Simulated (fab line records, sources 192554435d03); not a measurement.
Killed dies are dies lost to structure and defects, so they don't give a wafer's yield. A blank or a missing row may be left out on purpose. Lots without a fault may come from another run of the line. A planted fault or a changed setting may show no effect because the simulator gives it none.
Chamber matching | flow n5_finfet | N5_BEOL_M0_SAQP_ETCH_88 on rie_diel-04: 4 sister chambers
The step etches underlayer in N2/H2, target depth 6.5 nm, time 5.2 s. 18 wafers are shown with their chamber, then 9 later ones without.

WAFERS WITH THEIR CHAMBER
wafer  | chamber | showerhead_plenum_p_Torr (Torr) | drypump_motor_current_A (A) | etch_rf_on_time_s (s)
L076.1 | 2       | 2.52                            | 5.8                         | 5.35
L076.2 | 1       | 2.66                            | 5.9                         | 5.30
L076.5 | 1       | 2.66                            | 5.9                         | 5.30
L077.1 | 1       | 2.66                            | 6.0                         | 5.30
L077.3 | 0       | 2.52                            | 5.7                         | 5.51
L077.6 | 2       | 2.52                            | 5.7                         | 5.37
L084.2 | 3       | 2.41                            | 5.5                         | 5.13
L084.5 | 3       | 2.41                            | 5.5                         | 5.15
L084.6 | 0       | 2.51                            | 5.7                         | 5.55
L087.3 | 0       | 2.51                            | 5.7                         | 5.50
L087.4 | 2       | 2.52                            | 5.8                         | 5.37
L087.5 | 1       | 2.66                            | 5.9                         | 5.35
L090.1 | 1       | 2.66                            | 5.9                         | 5.25
L090.2 | 3       | 2.41                            | 5.5                         | 5.11
L090.3 | 2       | 2.51                            | 5.7                         | 5.13
L090.4 | 0       | 2.51                            | 5.7                         | 5.53
L090.5 | 1       | 2.66                            | 5.9                         | 5.20
L090.6 | 0       | 2.51                            | 5.7                         | 5.49

SIGNATURES (means of the wafers above)
reading                  | chamber 0 | chamber 1 | chamber 2 | chamber 3 | scatter within a chamber
showerhead_plenum_p_Torr | 2.5120    | 2.6600    | 2.5175    | 2.4100    | 0.00333
drypump_motor_current_A  | 5.700     | 5.917     | 5.750     | 5.500     | 0.0362
etch_rf_on_time_s        | 5.5160    | 5.2833    | 5.3050    | 5.1300    | 0.0641
Rule: a wafer's distance from a chamber is the root of the sum, over the readings, of the square of ((its reading less the chamber's mean) divided by the reading's scatter). The wafer belongs to the nearest chamber; if the next one is less than 2 further off, it can't be placed. The scatter: the root of (the sum of the squares of (reading less its chamber's mean) over the shown wafers, divided by (wafers less chambers)).

WAFERS WITHOUT THEIR CHAMBER
wafer  | showerhead_plenum_p_Torr (Torr) | drypump_motor_current_A (A) | etch_rf_on_time_s (s)
L092.1 | 2.66                            | 5.9                         | 5.32
L092.3 | 2.51                            | 5.8                         | 5.19
L092.5 | 2.51                            | 5.7                         | 5.66
L093.2 | 2.51                            | 5.7                         | 5.57
L093.3 | 2.51                            | 5.8                         | 5.19
L093.6 | 2.41                            | 5.5                         | 5.15
L095.4 | 2.41                            | 5.5                         | 5.13
L095.5 | 2.65                            | 5.9                         | 5.33
L095.6 | 2.51                            | 5.7                         | 5.56

WHICH CHAMBER EACH WENT THROUGH
wafer  | from the rows above | in truth
L092.1 | 1                   | 1
L092.3 | 2                   | 2
L092.5 | 0                   | 0
L093.2 | 0                   | 0
L093.3 | 2                   | 2
L093.6 | 3                   | 3
L095.4 | 3                   | 3
L095.5 | 1                   | 1
L095.6 | 0                   | 0
Placed correctly: 9 of 9. Can't be placed from these rows: 0. Placed wrongly: 0.
